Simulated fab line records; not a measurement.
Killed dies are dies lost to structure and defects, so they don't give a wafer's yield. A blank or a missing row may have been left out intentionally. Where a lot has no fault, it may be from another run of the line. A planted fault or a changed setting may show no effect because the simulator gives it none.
Which tool is to blame? ; flow nand harc ; 22 lots with 66 wafers sampled at 6 steps, on a route of 1302 steps

== WHAT THE GAUGES SHOWED, per wafer ==
Not one reading of a measure or inspect step in the record can be checked against a usual standard deviation.

== TOOL THAT RAN EACH LOT (tool first, then ch and the chambers of the sampled wafers, then the start) ==
lot;NHARC_A_STAIRCASE_ETCH_273;NHARC_A_STAIRCASE_DESCUM_291;NHARC_A_STAIRCASE_ALD_415;NHARC_A_STAIRCASE_ETCHBACK_416;NHARC_A_STAIRCASE_DESCUM_443;NHARC_A_STAIRCASE_ETCHBACK_157
L074;rie diel-13 ch 0,2, day 16 21:03 or earlier;rie diel-12 ch 0,1,2, day 16 21:03;ald hk-01 ch 1,2,3, day 17 07:27;rie diel-03 ch 0,3, day 18 20:27 or earlier;rie diel-12 ch 0,1, day 18 20:27;rie diel-13 ch 1,2,3, day 19 02:59
L075;rie diel-03 ch 0,1,2, day 17 10:40 or earlier;rie diel-03 ch 1,2,3, day 17 10:40;ald hk-03 ch 1,2,3, day 17 19:29;rie diel-03 ch 0,1,2, day 17 22:56;rie diel-13 ch 0,2, day 19 18:32;rie diel-03 ch 0,1,2, day 20 01:47
L076;rie diel-03 ch 1,2,3, day 18 00:44 or earlier;rie diel-12 ch 0,3, day 18 00:44;ald hk-01 ch 1,2, day 18 07:53;rie diel-03 ch 1,3, day 20 05:34 or earlier;rie diel-12 ch 1,2,3, day 20 05:34;rie diel-13 ch 0,2,3, day 20 12:04
L078;rie diel-03 ch 0,3, day 18 05:41 or earlier;rie diel-12 ch 0,2,3, day 18 05:41;ald hk-01 ch 0,1,2, day 18 13:53;rie diel-12 ch 1,3, day 20 02:46 or earlier;rie diel-13 ch 0,2,3, day 20 02:46;rie diel-13 ch 1,2,3, day 20 09:11
L080;rie diel-12 ch 0,2,3, day 19 08:54 or earlier;rie diel-03 ch 0,1,2, day 19 08:54;ald hk-04 ch 0,1,3, day 19 16:52;rie diel-03 ch 0,1,3, day 21 11:19 or earlier;rie diel-13 ch 0,1,2, day 21 11:19;rie diel-13 ch 0,1,3, day 21 17:32
L079;rie diel-03 ch 0,1,3, day 19 10:52 or earlier;rie diel-03 ch 2,3, day 19 10:52;ald hk-01 ch 1,2, day 20 00:05;rie diel-13 ch 1,2, day 21 11:11 or earlier;rie diel-03 ch 0,3, day 21 11:11;rie diel-13 ch 0,1,2, day 21 18:22
L081;rie diel-12 ch 1,3, day 19 21:35 or earlier;rie diel-03 ch 0,1,2, day 19 21:35;ald hk-03 ch 1,3, day 20 07:53;rie diel-13 ch 1,3, day 21 21:29 or earlier;rie diel-12 ch 1,2,3, day 21 21:29;rie diel-03 ch 0,3, day 22 03:49
L082;rie diel-03 ch 1,2,3, day 19 22:11 or earlier;rie diel-03 ch 0,3, day 19 22:11;ald hk-01 ch 0,3, day 20 11:02;rie diel-12 ch 1,2,3, day 21 21:38 or earlier;rie diel-03 ch 1, day 21 21:38;rie diel-03 ch 0,1,2, day 22 06:49
L083;rie diel-03 ch 1,2,3, day 21 06:43 or earlier;rie diel-03 ch 0,1,3, day 21 06:43;ald hk-01 ch 0,2, day 21 19:03;rie diel-12 ch 1,2, day 23 12:16 or earlier;rie diel-13 ch 0,2,3, day 23 12:16;rie diel-03 ch 2,3, day 23 18:27
L085;rie diel-03 ch 0,1,2, day 21 07:13 or earlier;rie diel-12 ch 0,1,3, day 21 07:13;ald hk-03 ch 0,2,3, day 21 20:10;rie diel-03 ch 1,3, day 23 12:06 or earlier;rie diel-12 ch 0,3, day 23 12:06;rie diel-12 ch 0,3, day 23 18:16
L084;rie diel-03 ch 0,1,3, day 21 15:04 or earlier;rie diel-13 ch 0,2,3, day 21 15:04;ald hk-01 ch 0,3, day 22 01:49;rie diel-13 ch 0,2,3, day 23 18:50 or earlier;rie diel-12 ch 0,1,2, day 23 18:50;rie diel-12 ch 0,1, day 24 01:04
L086;rie diel-12 ch 0,1,3, day 21 15:47 or earlier;rie diel-12 ch 0,1, day 21 15:47;ald hk-01 ch 0,2, day 22 03:13;rie diel-13 ch 0,1,2, day 23 18:39 or earlier;rie diel-13 ch 0,2, day 23 18:39;rie diel-13 ch 0,2,3, day 24 00:49
L088;rie diel-03 ch 0,2,3, day 23 05:44 or earlier;rie diel-03 ch 0,1, day 23 05:44;ald hk-03 ch 0,2,3, day 23 13:01;rie diel-03 ch 1,2, day 25 01:05 or earlier;rie diel-03 ch 0,1,3, day 25 01:05;rie diel-12 ch 0,1,3, day 25 07:17
L090;rie diel-03 ch 0,2,3, day 23 07:41 or earlier;rie diel-13 ch 0,1,3, day 23 07:41;ald hk-01 ch 1,2,3, day 23 14:59;rie diel-13 ch 0,2,3, day 25 01:17 or earlier;rie diel-13 ch 1,2,3, day 25 01:17;rie diel-13 ch 1,2,3, day 25 07:31
L091;rie diel-13 ch 2,3, day 23 08:24 or earlier;rie diel-03 ch 1,3, day 23 08:24;ald hk-03 ch 0,1, day 23 15:39;rie diel-13 ch 2,3, day 25 00:53 or earlier;rie diel-12 ch 0,2, day 25 00:53;rie diel-13 ch 0,2, day 25 07:02
L089;rie diel-12 ch 1,2, day 23 14:38 or earlier;rie diel-03 ch 0,1,3, day 23 14:38;ald hk-03 ch 0,3, day 23 22:07;rie diel-12 ch 2,3, day 25 14:05 or earlier;rie diel-13 ch 0,1,3, day 25 14:05;rie diel-13 ch 1,2, day 25 20:14
L092;rie diel-12 ch 2,3, day 23 21:10 or earlier;rie diel-03 ch 0,1,2, day 23 21:10;ald hk-04 ch 1,2, day 24 07:15;rie diel-03 ch 1,2,3, day 25 22:30 or earlier;rie diel-12 ch 0,1, day 25 22:30;rie diel-13 ch 0,2,3, day 26 04:46
L093;rie diel-13 ch 0,3, day 24 22:54 or earlier;rie diel-12 ch 0,3, day 24 22:54;ald hk-03 ch 0,3, day 25 07:26;rie diel-13 ch 0,3, day 27 00:06 or earlier;rie diel-03 ch 0,1,3, day 27 00:06;rie diel-03 ch 0,3, day 27 06:14
L094;rie diel-13 ch 1,3, day 25 09:30 or earlier;rie diel-12 ch 0,1,2, day 25 09:30;ald hk-04 ch 0,1,3, day 25 17:39;rie diel-12 ch 0,1,2, day 27 17:59 or earlier;rie diel-13 ch 0,1,2, day 27 17:59;rie diel-12 ch 0,1, day 28 00:16
L095;rie diel-13 ch 2,3, day 25 17:00 or earlier;rie diel-12 ch 0,3, day 25 17:00;ald hk-01 ch 0,1, day 26 03:36;rie diel-03 ch 1,2,3, day 27 20:21 or earlier;rie diel-03 ch 1,2,3, day 27 20:21;rie diel-13 ch 1,2,3, day 28 03:01
L096;rie diel-03 ch 1,2,3, day 25 17:59 or earlier;rie diel-13 ch 0,1,3, day 25 17:59;ald hk-04 ch 2,3, day 26 04:35;rie diel-12 ch 0,1,2, day 27 18:01 or earlier;rie diel-12 ch 2,3, day 27 18:01;rie diel-13 ch 0,2,3, day 28 00:10
L097;rie diel-03 ch 1,3, day 25 23:27 or earlier;rie diel-13 ch 0,1, day 25 23:27;ald hk-03 ch 1,2,3, day 26 10:11;rie diel-13 ch 1,2,3, day 28 01:07 or earlier;rie diel-12 ch 0,2, day 28 01:07;rie diel-13 ch 0,1, day 28 07:14
- NHARC_A_STAIRCASE_ETCH_273: etches the open film in C4F8/O2/Ar, target depth 10200 nm, time 2468.6 s.
- NHARC_A_STAIRCASE_DESCUM_291: chemistry O2, time 3 s.
- NHARC_A_STAIRCASE_ALD_415: deposits SiO2, target thk 30 nm, pulse time 6 s, ald cycles 300.
- NHARC_A_STAIRCASE_ETCHBACK_416: etches the open film in C4F8/O2/Ar, target depth 36 nm, time 7.2 s.
- NHARC_A_STAIRCASE_DESCUM_443: chemistry O2, time 3 s.
- NHARC_A_STAIRCASE_ETCHBACK_157: etches the open film in CH3F/O2, target depth 90 nm, time 167.14 s.

== WHAT THE TOOLS THEMSELVES READ (means of the sampled wafers that have a number; where no wafer has one, the mark that the record gives instead) ==
NHARC_A_STAIRCASE_ETCH_273.
lot;tool;oes product au (a.u.);rf vpp V (V)
L074;rie diel-13;0.938;1829
L075;rie diel-03;0.939;1832
L076;rie diel-03;0.936;1831
L078;rie diel-03;0.948;1827
L080;rie diel-12;0.933;1828
L079;rie diel-03;0.939;1833
L081;rie diel-12;0.946;1832
L082;rie diel-03;0.943;1830
L083;rie diel-03;0.928;1830
L085;rie diel-03;0.949;1830
L084;rie diel-03;0.931;1832
L086;rie diel-12;0.931;1837
L088;rie diel-03;0.935;1823
L090;rie diel-03;0.942;1822
L091;rie diel-13;0.928;1818
L089;rie diel-12;0.929;1830
L092;rie diel-12;0.934;1836
L093;rie diel-13;0.923;1818
L094;rie diel-13;0.918;1825
L095;rie diel-13;0.924;1818
L096;rie diel-03;0.931;1828
L097;rie diel-03;0.938;1836

NHARC_A_STAIRCASE_DESCUM_291.
lot;tool;drypump motor current A (A);o2 flow sccm (sccm);oes product au (a.u.);rf vpp V (V);showerhead plenum p Torr (Torr);throttle valve pct (%)
L074;rie diel-12;6.2;200.3;1.000;57.1;1.84;11.311
L075;rie diel-03;5.5;199.9;0.997;57.4;1.95;11.319
L076;rie diel-12;6.0;200.4;0.992;57.6;1.99;11.304
L078;rie diel-12;6.1;200.7;0.999;57.8;1.93;11.317
L080;rie diel-03;5.4;199.8;0.996;57.9;1.95;11.309
L079;rie diel-03;5.8;200.1;1.000;57.4;1.89;11.311
L081;rie diel-03;5.4;199.9;1.001;57.7;1.95;11.311
L082;rie diel-03;6.1;199.3;1.001;57.2;1.90;11.313
L083;rie diel-03;5.8;200.1;1.004;57.9;1.95;11.315
L085;rie diel-12;6.1;200.3;1.002;57.7;1.99;11.308
L084;rie diel-13;6.2;200.0;0.998;57.8;1.88;11.307
L086;rie diel-12;6.2;200.3;1.000;58.9;1.92;11.316
L088;rie diel-03;5.5;200.2;0.997;57.9;2.00;11.309
L090;rie diel-13;6.3;200.1;1.000;57.6;1.94;11.312
L091;rie diel-03;5.5;199.7;1.008;57.7;2.00;11.304
L089;rie diel-03;5.8;200.1;1.002;57.1;1.95;11.312
L092;rie diel-03;5.4;200.1;0.998;57.4;1.94;11.312
L093;rie diel-12;6.0;200.0;0.997;58.2;1.97;11.315
L094;rie diel-12;6.3;200.5;0.997;58.0;1.92;11.317
L095;rie diel-12;6.0;199.8;1.003;57.9;1.97;11.310
L096;rie diel-13;6.3;200.3;0.989;57.8;1.93;11.310
L097;rie diel-13;6.1;199.8;0.999;58.1;1.96;11.313

NHARC_A_STAIRCASE_ALD_415.
lot;tool;heater power w (W);precursor pulse height rel
L074;ald hk-01;464;0.998
L075;ald hk-03;497;1.009
L076;ald hk-01;496;1.014
L078;ald hk-01;483;1.013
L080;ald hk-04;418;0.991
L079;ald hk-01;500;0.995
L081;ald hk-03;511;1.009
L082;ald hk-01;408;0.992
L083;ald hk-01;472;1.009
L085;ald hk-03;503;0.999
L084;ald hk-01;416;1.009
L086;ald hk-01;453;0.994
L088;ald hk-03;506;1.007
L090;ald hk-01;469;1.004
L091;ald hk-03;491;0.985
L089;ald hk-03;516;1.005
L092;ald hk-04;447;1.002
L093;ald hk-03;495;1.005
L094;ald hk-04;414;1.009
L095;ald hk-01;486;1.005
L096;ald hk-04;454;1.006
L097;ald hk-03;516;1.025

NHARC_A_STAIRCASE_ETCHBACK_416.
lot;tool;oes product au (a.u.);rf vpp V (V)
L074;rie diel-03;0.924;724
L075;rie diel-03;0.923;726
L076;rie diel-03;0.929;728
L078;rie diel-12;0.925;720
L080;rie diel-03;0.921;725
L079;rie diel-13;0.922;721
L081;rie diel-13;0.907;717
L082;rie diel-12;0.926;728
L083;rie diel-12;0.925;725
L085;rie diel-03;0.935;725
L084;rie diel-13;0.915;722
L086;rie diel-13;0.915;720
L088;rie diel-03;0.919;726
L090;rie diel-13;0.927;722
L091;rie diel-13;0.933;721
L089;rie diel-12;0.923;725
L092;rie diel-03;0.928;724
L093;rie diel-13;0.920;722
L094;rie diel-12;0.923;724
L095;rie diel-03;0.923;723
L096;rie diel-12;0.931;724
L097;rie diel-13;0.919;724

NHARC_A_STAIRCASE_DESCUM_443.
lot;tool;drypump motor current A (A);o2 flow sccm (sccm);oes product au (a.u.);rf vpp V (V);showerhead plenum p Torr (Torr);throttle valve pct (%)
L074;rie diel-12;6.2;200.2;0.999;57.8;1.79;11.314
L075;rie diel-13;6.0;199.7;0.987;57.6;1.92;11.313
L076;rie diel-12;6.2;200.1;0.997;58.3;2.00;11.312
L078;rie diel-13;6.2;200.0;0.989;57.4;1.89;11.311
L080;rie diel-13;6.1;200.0;1.005;58.5;1.87;11.305
L079;rie diel-03;6.0;199.9;0.996;57.4;1.90;11.316
L081;rie diel-12;6.1;199.1;1.000;57.9;2.00;11.307
L082;rie diel-03;5.2;200.5;1.004;58.6;2.05;11.308
L083;rie diel-13;6.2;200.1;1.001;57.7;1.88;11.323
L085;rie diel-12;6.0;200.0;1.000;57.7;1.97;11.311
L084;rie diel-12;6.2;199.8;0.996;57.4;1.92;11.320
L086;rie diel-13;6.0;200.0;1.004;57.3;1.91;11.314
L088;rie diel-03;5.8;199.6;1.009;59.2;1.94;11.310
L090;rie diel-13;6.3;200.2;1.001;57.2;1.93;11.312
L091;rie diel-12;6.2;199.4;1.001;57.3;1.84;11.309
L089;rie diel-13;6.3;199.4;0.995;58.2;1.93;11.312
L092;rie diel-12;6.2;199.9;0.995;57.6;1.98;11.299
L093;rie diel-03;5.8;199.8;1.002;57.3;1.94;11.312
L094;rie diel-13;6.1;200.3;1.004;57.6;1.96;11.314
L095;rie diel-03;5.4;200.4;1.005;58.1;1.92;11.314
L096;rie diel-12;6.0;200.7;0.995;58.4;1.97;11.303
L097;rie diel-12;6.3;199.7;0.990;58.2;1.85;11.314

NHARC_A_STAIRCASE_ETCHBACK_157.
lot;tool;drypump motor current A (A);o2 flow sccm (sccm);oes product au (a.u.);rf vpp V (V);showerhead plenum p Torr (Torr);throttle valve pct (%)
L074;rie diel-13;6.3;30.00;0.99;243.3;2.37;20.669
L075;rie diel-03;5.4;30.04;0.96;244.6;2.50;20.666
L076;rie diel-13;6.2;30.00;0.92;244.3;2.42;20.668
L078;rie diel-13;6.3;30.01;0.99;242.9;2.36;20.664
L080;rie diel-13;6.3;30.07;0.99;243.2;2.36;20.670
L079;rie diel-13;6.1;29.91;0.92;243.7;2.40;20.659
L081;rie diel-03;6.0;29.97;1.00;244.2;2.44;20.653
L082;rie diel-03;5.4;30.04;1.00;244.8;2.49;20.656
L083;rie diel-03;5.7;29.93;0.93;243.5;2.41;20.671
L085;rie diel-12;6.0;30.00;0.99;244.9;2.53;20.653
L084;rie diel-12;6.2;30.00;0.99;245.2;2.55;20.665
L086;rie diel-13;6.2;29.99;0.93;244.2;2.42;20.670
L088;rie diel-12;6.1;30.06;1.00;245.7;2.54;20.656
L090;rie diel-13;6.3;30.00;0.99;245.6;2.48;20.665
L091;rie diel-13;6.0;29.97;0.94;244.3;2.45;20.663
L089;rie diel-13;6.3;29.93;0.99;246.0;2.58;20.660
L092;rie diel-13;6.2;29.95;0.99;243.1;2.41;20.663
L093;rie diel-03;6.1;30.00;0.99;243.6;2.43;20.667
L094;rie diel-12;6.2;30.10;1.00;246.1;2.54;20.668
L095;rie diel-13;6.3;30.00;0.93;244.9;2.47;20.663
L096;rie diel-13;6.2;30.10;0.92;243.6;2.40;20.651
L097;rie diel-13;6.1;30.03;0.92;244.7;2.51;20.652

== THE ANSWER, worked out from the rows above alone ==
Rule: the usual values come from the lots themselves. Put in order of their means at a reading, lots are off if they are a third of the lots or fewer, leave a main group of 4 or more, and stand apart from it by a gap of 3 or more times the standard deviation of the main group's means; of several such gaps the widest counts. If all means in a main group match to the digits the tables above print for the reading, that group is not used. Also off: a lot with no number at a reading for which 4 or more lots have one. The other lots that the step has rows for count as sound. Order of review: gauges by route order, followed by the tools' own readings, for which a lot's mean as printed above is used. The first step at which some lot is off is used, and at that step the reading that is off furthest; a lot without a number counts as furthest.
No lot is off on any of the readings shown, so nothing can be concluded from this.

== WHAT HAD BEEN PUT IN BY THE SIMULATOR ==
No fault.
